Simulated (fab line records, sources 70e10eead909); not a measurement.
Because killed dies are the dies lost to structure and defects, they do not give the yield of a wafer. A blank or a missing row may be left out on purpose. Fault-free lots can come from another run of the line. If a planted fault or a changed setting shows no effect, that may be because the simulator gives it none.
Comparing a struck lot with a sound one    flow nand-harc    44 steps out of a route of 1159
Sound: the wafers L753.1, L753.3, L753.4. Struck: wafers L762.3, L762.5. (L762.4 of the same lot was not struck and is left out.) The cause comes at the end.
At each step with rows: each side's tool, then ch and its chambers, then its first start. Under that, the readings that differ: sound wafers    struck wafers    difference of the means    sigmas: that difference in standard deviations of wafers without a fault.
alike: same words and numbers on both sides, and readings whose means sit less than 2 such deviations apart. not compared: any withheld reading, any reading some wafer has no value for, any bound like >300 that may hide the same value, and any number with overlapping values for which the record gives no deviation.
A row with sigmas, a row that says differs or no value, or rows on one side alone: a step with any of these is where the two part. Numbers that have no deviation but don't overlap get no sigmas and don't part them. A reading missing from all wafers of one side parts the sides only when that side holds two or more wafers.

first, 7 steps without rows for these wafers: NHARC_P_GATE_HMDS_19 (time 30 s); NHARC_P_GATE_COAT_20 (resist thk 90 nm); NHARC_P_GATE_SOFTBAKE_21 (time 55 s); NHARC_P_GATE_EBR_22; NHARC_P_GATE_EXPOSE_23 (exposes mask P GATE, target cd 120 nm); NHARC_P_GATE_PEB_24 (peb time 65 s); NHARC_P_GATE_DEVELOP_25 (develop time 35 s).
NHARC_P_GATE_CD_MEAS_26: the cd target is 120 nm.
  sound on cd-sem-01 ch 0, day 5 23:17; struck on cd-sem-02 ch 0, day 8 18:30
  alike: cd-nm
NHARC_P_GATE_OVL_MEAS_27:
  sound: overlay-01 at day 5 23:23; struck: overlay-02 at day 8 18:35
reading            sound        struck     difference  sigmas
overlay-y-nm (nm)  0.6 1.3 0.7  -0.9 -0.7  -1.7        -2
  alike: overlay-x-nm
NHARC_P_GATE_INSPECT_28:
  sound: defect-inspect-01 at day 5 23:25; struck: defect-inspect-02 at day 8 18:38
  alike: raw-defect-count
NHARC_P_GATE_DESCUM_31: chemistry O2, time 3 s.
  sound on rie-diel-03 ch 0,1,3, day 5 23:29; struck on rie-diel-06 ch 2, day 8 18:41
  alike: drypump-motor-current-A, oes-product-au, rf-vpp-V, showerhead-plenum-p-Torr, throttle-valve-pct
  not compared: rf-hours-counter-h
NHARC_P_GATE_ETCH_104: etches the open film in CF4/CHF3, target depth 60 nm.
  sound on rie-diel-03 ch 0,2,3, day 5 23:37; struck on rie-diel-06 ch 2,3, day 8 18:47
  alike: drypump-motor-current-A, oes-product-au, rf-vpp-V, showerhead-plenum-p-Torr, throttle-valve-pct
NHARC_P_GATE_HM_OPEN_105: chemistry O2/COS, target depth 360 nm.
  sound on rie-diel-03 ch 0,2,3, day 5 23:00; struck on rie-diel-06 ch 3, day 8 18:00
reading                      sound        struck   difference  sigmas
drypump-motor-current-A (A)  5.5 5.5 4.7  6.1 6.1  +0.9        +2
  alike: cos-flow-sccm, oes-product-au, rf-vpp-V, showerhead-plenum-p-Torr, throttle-valve-pct
  not compared: rf-hours-counter-h
then, 4 steps without rows for these wafers: NHARC_P_GATE_STRIP_106 (strips in O2/COS); NHARC_P_GATE_ETCH_114 (etches the open film in CF4/O2, target depth 30 nm, overetch 3 nm, time 16.5 s); NHARC_P_GATE_ETCH_32 (etches the open film in HBr/Cl2, target depth 150 nm, time 100.1 s); NHARC_P_GATE_STRIP_108 (strips in O2).
NHARC_P_GATE_CD_MEAS_33:
  sound: cd-sem-03 at day 6 00:22; struck: cd-sem-02 at day 8 19:32
  alike: cd-nm
then, 18 steps without rows for these wafers: NHARC_P_GATE_STRIP_35 (strips in SPM, time 600 s); NHARC_P_GATE_PRECLEAN_73 (cleans in SC1); NHARC_P_GATE_SRD_74; NHARC_P_GATE_ALD_36 (deposits SiNx, target thk 20 nm, pulse time 60 s, ald cycles 223); NHARC_P_GATE_ETCHBACK_37 (etches the open film in CHF3/O2, target depth 34.5 nm, time 17.2 s); NHARC_P_GATE_STRIP_101 (strips in O2, time 20 s); NHARC_P_GATE_PRECLEAN_97 (cleans in SPM, time 600 s); NHARC_P_GATE_SRD_98; NHARC_P_GATE_PRECLEAN_99 (cleans in SC1); NHARC_P_GATE_SRD_100; NHARC_P_GATE_DEHYDRATE_38 (time 120 s); NHARC_P_GATE_HMDS_39 (time 30 s); NHARC_P_GATE_COAT_40; NHARC_P_GATE_SOFTBAKE_41 (time 95 s); NHARC_P_GATE_EBR_42; NHARC_P_GATE_EXPOSE_43 (exposes mask P NSD, target cd 720 nm); NHARC_P_GATE_PEB_44 (peb time 85 s); NHARC_P_GATE_DEVELOP_45 (time 70 s).
NHARC_P_GATE_CD_MEAS_46: the cd target is 720 nm.
  sound on cd-sem-03 ch 0, day 6 11:19; struck on cd-sem-02 ch 0, day 9 06:39
  alike: cd-nm
then, 1 step without rows for these wafers: NHARC_P_GATE_HARDBAKE_47 (time 80 s).
NHARC_P_GATE_DESCUM_48: chemistry O2, time 3 s.
  sound on rie-diel-07 ch 0,2,3, day 6 11:29; struck on rie-diel-07 ch 2,3, day 9 06:49
  alike: drypump-motor-current-A, oes-product-au, rf-vpp-V, showerhead-plenum-p-Torr, throttle-valve-pct
  not compared: rf-hours-counter-h
following that, these wafers have no rows for 1 step: NHARC_P_GATE_IMPLANT_49.
NHARC_P_GATE_STRIP_111: strips in N2/H2, time 250 s.
  sound on plasma-asher-02 ch 0,1, day 6 11:53; struck on plasma-asher-02 ch 0, day 9 07:19
  alike: drypump-motor-current-A, heater-power-w
  not compared: rf-hours-counter-h
NHARC_P_GATE_STRIP_75: strips in O2.
  sound on plasma-asher-02 ch 0,1, day 6 12:09; struck on plasma-asher-02 ch 0, day 9 07:32
  alike: drypump-motor-current-A, heater-power-w
  not compared: rf-hours-counter-h
NHARC_P_GATE_INSPECT_68:
  sound: defect-inspect-02 at day 6 18:04; struck: defect-inspect-01 at day 9 13:21
reading           sound        struck    difference  sigmas
raw-defect-count  176 255 312  940 1020  +732        +10
-- the record jumps here: 14 days lie between the struck wafers' starts before and after (it left off in module P_GATE and takes up again in module END, whose first step shown is number 1159 of the route) --
NHARC_END_SORT_01:
  at this point the record logs the struck wafers (prober-01 ch 0, day 23 09:06) and has no rows for the sound ones

WHERE THEY PART
At NHARC_P_GATE_OVL_MEAS_27 first; at NHARC_END_SORT_01 last (within this record only).

WHY: what the simulator had put in
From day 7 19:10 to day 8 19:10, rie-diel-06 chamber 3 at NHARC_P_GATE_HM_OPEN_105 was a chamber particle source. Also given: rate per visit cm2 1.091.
